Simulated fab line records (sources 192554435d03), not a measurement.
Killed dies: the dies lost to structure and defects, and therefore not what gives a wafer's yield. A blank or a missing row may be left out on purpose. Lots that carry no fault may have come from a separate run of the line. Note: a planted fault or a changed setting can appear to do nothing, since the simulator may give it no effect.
The same fault as seen by 3 desks :: flow n5-finfet :: only its own numbers are on each desk; what lay behind them is given at the end

== TOOL OWNER'S DESK, litho-track-05 ==
The tool's own readings at N5_WELL_APT_COAT_02 (resist thk 950 nm): means of the sampled wafers that have a number, for each lot that ran on this tool. A lot is out of limits, marked OUT, if its mean lies more than 4 standard deviations from the usual mean; the brackets give that distance.
Columns: A = chill-plate-temp-C at N5_WELL_APT_COAT_02, usual 22.99 C; B = spin-speed-rpm at N5_WELL_APT_COAT_02, usual 1357.2 rpm
lot: L252
first seen here: day 1 13:17
A: 22.87
B: 1357.6

lot: L254
first seen here: day 2 01:40
A: 22.94
B: 1357.1

lot: L256
first seen here: day 2 13:17
A: 23.06
B: 1356.6

lot: L259
first seen here: day 3 08:18
A: 22.97
B: 1356.8

lot: L265
first seen here: day 4 19:19
A: 22.99
B: 1357.1

lot: L268
first seen here: day 5 13:25
A: 23.02
B: 1322.6 (-37) OUT

lot: L269
first seen here: day 5 19:19
A: 22.97
B: 1322.6 (-37) OUT
This desk finds L268, L269 out of limits, L268 being first, at day 5 13:25 (spin-speed-rpm at N5_WELL_APT_COAT_02). In limits: L252, L254, L256, L259, L265.

== FROM THE METROLOGY DESK ==
What the gauges read for every lot (on any tool): the sampled wafers with a number, averaged. A lot is out of limits, marked OUT, if its mean lies more than 4 standard deviations from the usual mean; the brackets give that distance. Of its 12 readings 7 are shown: those that lie furthest out on some lot.
Columns: A = cd-nm at N5_WELL_APT_CD_MEAS_25, usual 199.5 nm; B = cd-nm at N5_PMOS_HMC_CHANNEL_EPI_CD_MEAS_09, usual 236.7 nm; C = DIBL_P at N5_BEOL_M4_RC_MEAS_101, usual 36.9 mV/V; D = IOFF_P at N5_BEOL_M4_RC_MEAS_101, usual 0.22 nA/um; E = SS_N at N5_BEOL_M4_RC_MEAS_101, usual 71.6 mV/dec; F = SS_P at N5_BEOL_M4_RC_MEAS_101, usual 73.5 mV/dec; G = VT_P at N5_BEOL_M4_RC_MEAS_101, usual -250 mV
lot: L252
first seen here: day 1 14:49
A: 199.7
B: 237.7
C: 40.0
D: 0.25
E: 72.6
F: 74.0
G: -250

lot: L254
first seen here: day 2 03:15
A: 199.0
B: 235.9
C: 36.8
D: 0.17
E: 71.6
F: 73.5
G: -255

lot: L256
first seen here: day 2 14:40
A: 198.7
B: 234.8
C: 36.2
D: 0.19
E: 71.2
F: 72.9
G: -253

lot: L257
first seen here: day 2 21:14
A: 199.3
B: 235.9
C: 37.0
D: 0.22
E: 72.1
F: 74.1
G: -249

lot: L259
first seen here: day 3 09:43
A: 203.8
B: 236.1
C: 39.0
D: 0.23
E: 72.2
F: 74.0
G: -250

lot: L261
first seen here: day 3 21:35
A: 203.8
B: 236.6
C: 34.3
D: 0.15
E: 70.8
F: 72.7
G: -257

lot: L262
first seen here: day 4 03:11
A: 200.0
B: 238.4
C: 35.9
D: 0.22
E: 71.0
F: 73.1
G: -249

lot: L265
first seen here: day 4 20:52
A: 198.1
B: 236.9
C: 37.6
D: 0.19
E: 71.0
F: 73.2
G: -254

lot: L267
first seen here: day 5 08:42
A: 201.5
B: 235.2
C: 34.8
D: 0.19
E: 71.0
F: 72.6
G: -250

lot: L268
first seen here: day 5 15:10
A: 197.1
B: 236.1
C: 35.2
D: 0.20
E: 71.3
F: 73.0
G: -251

lot: L269
first seen here: day 5 21:01
A: 199.8
B: 237.3
C: 35.7
D: 0.19
E: 72.0
F: 73.5
G: -250

lot: L275
first seen here: day 7 08:59
A: 202.3
B: 236.4
C: 38.0
D: 0.21
E: 71.5
F: 73.4
G: -252
This desk's finding: nothing out of limits on any of the 12 lots.

== THE DEFECT DESK ==
Per lot, the means of the sampled wafers with a number show what the inspections along the route counted. A lot is out of limits, marked OUT, if its mean lies more than 4 standard deviations from the usual mean; the brackets give that distance.
Columns: A = raw-defect-count at N5_START_INSPECT_01, usual 5.8
lot: L252
first seen here: day 1 12:02
A: 7.0

lot: L254
first seen here: day 2 00:02
A: 5.7

lot: L256
first seen here: day 2 12:02
A: 6.0

lot: L257
first seen here: day 2 18:02
A: 7.0

lot: L259
first seen here: day 3 06:02
A: 7.7

lot: L261
first seen here: day 3 18:02
A: 5.5

lot: L262
first seen here: day 4 00:02
A: 6.3

lot: L265
first seen here: day 4 18:02
A: 6.0

lot: L267
first seen here: day 5 06:02
A: 5.0

lot: L268
first seen here: day 5 12:02
A: 6.3

lot: L269
first seen here: day 5 18:02
A: 6.3

lot: L275
first seen here: day 7 06:02
A: 5.3
This desk's finding: nothing out of limits on any of the 12 lots.

== BROUGHT TOGETHER ==
The tool owner's desk could have raised an alarm at day 5 13:25, on L268, L269.
From the metrology desk's view, nothing was out of limits.
Nothing the defect desk looked at was out of limits.
The metrology desk has L268, L269 on record, within its limits.
The defect desk has L268, L269 on record, within its limits.
N5_WELL_APT_COAT_02 was run on litho-track-05 by each of the lots named.

== WHAT THE SIMULATOR HAD PUT IN ==
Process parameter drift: litho-track-05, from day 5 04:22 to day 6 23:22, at N5_WELL_APT_COAT_02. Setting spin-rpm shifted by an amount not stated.
Shown lots that were struck: L268, L269.
How many hours passed from the start of the fault until each desk's first out-of-limits reading: the tool owner's desk, 9.
